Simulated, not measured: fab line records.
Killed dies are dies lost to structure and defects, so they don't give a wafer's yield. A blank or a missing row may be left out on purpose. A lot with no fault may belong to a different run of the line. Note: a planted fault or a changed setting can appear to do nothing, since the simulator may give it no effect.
Lot-split experiment || flow n5_finfet || 21 wafers read from 7 lots, route of 1938 steps

THE SPLIT
At N5_BEOL_M13_COAT_58 (time 60 s, resist thk 89 nm), the setting spin_rpm was moved away from the recipe's 1500 rpm on 7 of the 21 wafers read, by -10.9% to +5.9%. For the rest of the wafers, this setting stayed at what the recipe calls for.

Reading taken at the split's own step.

THE READING
BARC_of_BEOL_M13_COAT_58.thk_nm (the simulator's own value, which no gauge read), in nm, at N5_BEOL_M13_COAT_58 (time 60 s, resist thk 89 nm). No usual value for it is given in the file. Here, 14 wafers ran the recipe; their average is 89.0 nm with a standard deviation of 0.29 nm.

{"wafer": "L074.3", "tool, chamber at the split": "litho_track-05, 0", "spin_rpm as run, rpm": 1500, "against the recipe": "recipe", "BARC_of_BEOL_M13_COAT_58.thk_nm, nm": 89.2, "against lot-mates on the recipe": "-"}
{"wafer": "L074.5", "tool, chamber at the split": "litho_track-05, 0", "spin_rpm as run, rpm": 1371, "against the recipe": "-8.6%", "BARC_of_BEOL_M13_COAT_58.thk_nm, nm": 93.2, "against lot-mates on the recipe": "+4.0"}
{"wafer": "L074.6", "tool, chamber at the split": "litho_track-05, 0", "spin_rpm as run, rpm": 1371, "against the recipe": "-8.6%", "BARC_of_BEOL_M13_COAT_58.thk_nm, nm": 93.2, "against lot-mates on the recipe": "+4.0"}
{"wafer": "L081.1", "tool, chamber at the split": "litho_track-05, 0", "spin_rpm as run, rpm": 1439, "against the recipe": "-4.1%", "BARC_of_BEOL_M13_COAT_58.thk_nm, nm": 91.2, "against lot-mates on the recipe": "+2.0"}
{"wafer": "L081.2", "tool, chamber at the split": "litho_track-05, 0", "spin_rpm as run, rpm": 1500, "against the recipe": "recipe", "BARC_of_BEOL_M13_COAT_58.thk_nm, nm": 89.2, "against lot-mates on the recipe": "-"}
{"wafer": "L081.6", "tool, chamber at the split": "litho_track-05, 0", "spin_rpm as run, rpm": 1500, "against the recipe": "recipe", "BARC_of_BEOL_M13_COAT_58.thk_nm, nm": 89.2, "against lot-mates on the recipe": "-"}
{"wafer": "L082.2", "tool, chamber at the split": "litho_track-01, 0", "spin_rpm as run, rpm": 1500, "against the recipe": "recipe", "BARC_of_BEOL_M13_COAT_58.thk_nm, nm": 88.4, "against lot-mates on the recipe": "-"}
{"wafer": "L082.3", "tool, chamber at the split": "litho_track-01, 0", "spin_rpm as run, rpm": 1588, "against the recipe": "+5.9%", "BARC_of_BEOL_M13_COAT_58.thk_nm, nm": 86, "against lot-mates on the recipe": -2.4}
{"wafer": "L082.4", "tool, chamber at the split": "litho_track-01, 0", "spin_rpm as run, rpm": 1588, "against the recipe": "+5.9%", "BARC_of_BEOL_M13_COAT_58.thk_nm, nm": 86, "against lot-mates on the recipe": -2.4}
{"wafer": "L089.2", "tool, chamber at the split": "litho_track-02, 0", "spin_rpm as run, rpm": 1500, "against the recipe": "recipe", "BARC_of_BEOL_M13_COAT_58.thk_nm, nm": 89, "against lot-mates on the recipe": "-"}
{"wafer": "L089.4", "tool, chamber at the split": "litho_track-02, 0", "spin_rpm as run, rpm": 1500, "against the recipe": "recipe", "BARC_of_BEOL_M13_COAT_58.thk_nm, nm": 89, "against lot-mates on the recipe": "-"}
{"wafer": "L089.6", "tool, chamber at the split": "litho_track-02, 0", "spin_rpm as run, rpm": 1500, "against the recipe": "recipe", "BARC_of_BEOL_M13_COAT_58.thk_nm, nm": 89.2, "against lot-mates on the recipe": "-"}
{"wafer": "L093.2", "tool, chamber at the split": "litho_track-01, 0", "spin_rpm as run, rpm": 1500, "against the recipe": "recipe", "BARC_of_BEOL_M13_COAT_58.thk_nm, nm": 88.8, "against lot-mates on the recipe": "-"}
{"wafer": "L093.4", "tool, chamber at the split": "litho_track-01, 0", "spin_rpm as run, rpm": 1500, "against the recipe": "recipe", "BARC_of_BEOL_M13_COAT_58.thk_nm, nm": 89.6, "against lot-mates on the recipe": "-"}
{"wafer": "L093.6", "tool, chamber at the split": "litho_track-01, 0", "spin_rpm as run, rpm": 1355, "against the recipe": "-9.7%", "BARC_of_BEOL_M13_COAT_58.thk_nm, nm": 93.8, "against lot-mates on the recipe": "+4.6"}
{"wafer": "L092.1", "tool, chamber at the split": "litho_track-05, 0", "spin_rpm as run, rpm": 1500, "against the recipe": "recipe", "BARC_of_BEOL_M13_COAT_58.thk_nm, nm": 88.8, "against lot-mates on the recipe": "-"}
{"wafer": "L092.5", "tool, chamber at the split": "litho_track-05, 0", "spin_rpm as run, rpm": 1500, "against the recipe": "recipe", "BARC_of_BEOL_M13_COAT_58.thk_nm, nm": 88.8, "against lot-mates on the recipe": "-"}
{"wafer": "L092.3", "tool, chamber at the split": "litho_track-05, 0", "spin_rpm as run, rpm": 1500, "against the recipe": "recipe", "BARC_of_BEOL_M13_COAT_58.thk_nm, nm": 88.6, "against lot-mates on the recipe": "-"}
{"wafer": "L096.1", "tool, chamber at the split": "litho_track-05, 0", "spin_rpm as run, rpm": 1337, "against the recipe": "-10.9%", "BARC_of_BEOL_M13_COAT_58.thk_nm, nm": 94.2, "against lot-mates on the recipe": "+5.2"}
{"wafer": "L096.5", "tool, chamber at the split": "litho_track-05, 0", "spin_rpm as run, rpm": 1500, "against the recipe": "recipe", "BARC_of_BEOL_M13_COAT_58.thk_nm, nm": 89, "against lot-mates on the recipe": "-"}
{"wafer": "L096.6", "tool, chamber at the split": "litho_track-05, 0", "spin_rpm as run, rpm": 1500, "against the recipe": "recipe", "BARC_of_BEOL_M13_COAT_58.thk_nm, nm": 89, "against lot-mates on the recipe": "-"}

THE FIT
A straight line over all 21 wafers: BARC_of_BEOL_M13_COAT_58.thk_nm changes by -0.494 nm for each +1% of spin_rpm; r = -0.99; the points scatter about the line by 0.26 nm.
The same after taking each lot's own level away (the mean of its wafers on the recipe; 21 wafers): -0.459 nm for each +1%; r = -1.00; scatter 0.17 nm.
That fit puts the effect of the largest move of spin_rpm on the reading at 5 nm.
From 88.40 to 89.20 nm: that is the span of the lots' own levels, equal to 2.8 times the standard deviation above.
Consequently the slope shifts little with the lot-to-lot level, the two slopes agreeing.
Check: for one of the wafers moved furthest among these (-10.9%), held out of the fit, the line's prediction against its lot-mates is +4.99 nm. Against them it came out at +5.2 nm.

THE OTHER SPLITS THESE WAFERS WENT THROUGH
These wafers also went through other splits before the reading. Each is held against what the fit with the lots' levels taken away leaves over:
{"other split on the same wafers": "N5_BEOL_M4_ETCH_70 time_s", "wafers away from the commonest value": 9, "r with BARC_of_BEOL_M13_COAT_58.thk_nm (lot level and that fit taken away)": "+0.19"}
{"other split on the same wafers": "N5_BEOL_M5_COAT_74 spin_rpm", "wafers away from the commonest value": 8, "r with BARC_of_BEOL_M13_COAT_58.thk_nm (lot level and that fit taken away)": "+0.05"}
{"other split on the same wafers": "N5_BEOL_M5_EXPOSE_25 dose_mj", "wafers away from the commonest value": 2, "r with BARC_of_BEOL_M13_COAT_58.thk_nm (lot level and that fit taken away)": -0.12}
{"other split on the same wafers": "N5_BEOL_M7_TRENCH_ETCH_37 bias_w", "wafers away from the commonest value": 8, "r with BARC_of_BEOL_M13_COAT_58.thk_nm (lot level and that fit taken away)": "+0.02"}
{"other split on the same wafers": "N5_BEOL_M9_PECVD_70 time_s", "wafers away from the commonest value": 9, "r with BARC_of_BEOL_M13_COAT_58.thk_nm (lot level and that fit taken away)": -0.17}
{"other split on the same wafers": "N5_BEOL_M10_COAT_05 spin_rpm", "wafers away from the commonest value": 7, "r with BARC_of_BEOL_M13_COAT_58.thk_nm (lot level and that fit taken away)": "+0.26"}
{"other split on the same wafers": "N5_BEOL_M10_DESCUM_16 time_s", "wafers away from the commonest value": 6, "r with BARC_of_BEOL_M13_COAT_58.thk_nm (lot level and that fit taken away)": -0.16}
{"other split on the same wafers": "N5_BEOL_M11_DESCUM_16 time_s", "wafers away from the commonest value": 10, "r with BARC_of_BEOL_M13_COAT_58.thk_nm (lot level and that fit taken away)": "+0.16"}
{"other split on the same wafers": "N5_BEOL_M11_COAT_22 spin_rpm", "wafers away from the commonest value": 7, "r with BARC_of_BEOL_M13_COAT_58.thk_nm (lot level and that fit taken away)": -0.14}
{"other split on the same wafers": "N5_BEOL_M12_ETCH_68 time_s", "wafers away from the commonest value": 7, "r with BARC_of_BEOL_M13_COAT_58.thk_nm (lot level and that fit taken away)": -0.03}

FILE'S OWN FIT
BARC_of_BEOL_M13_COAT_58.thk_nm changes by -0.468 nm for each +1% of spin_rpm, r = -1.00.
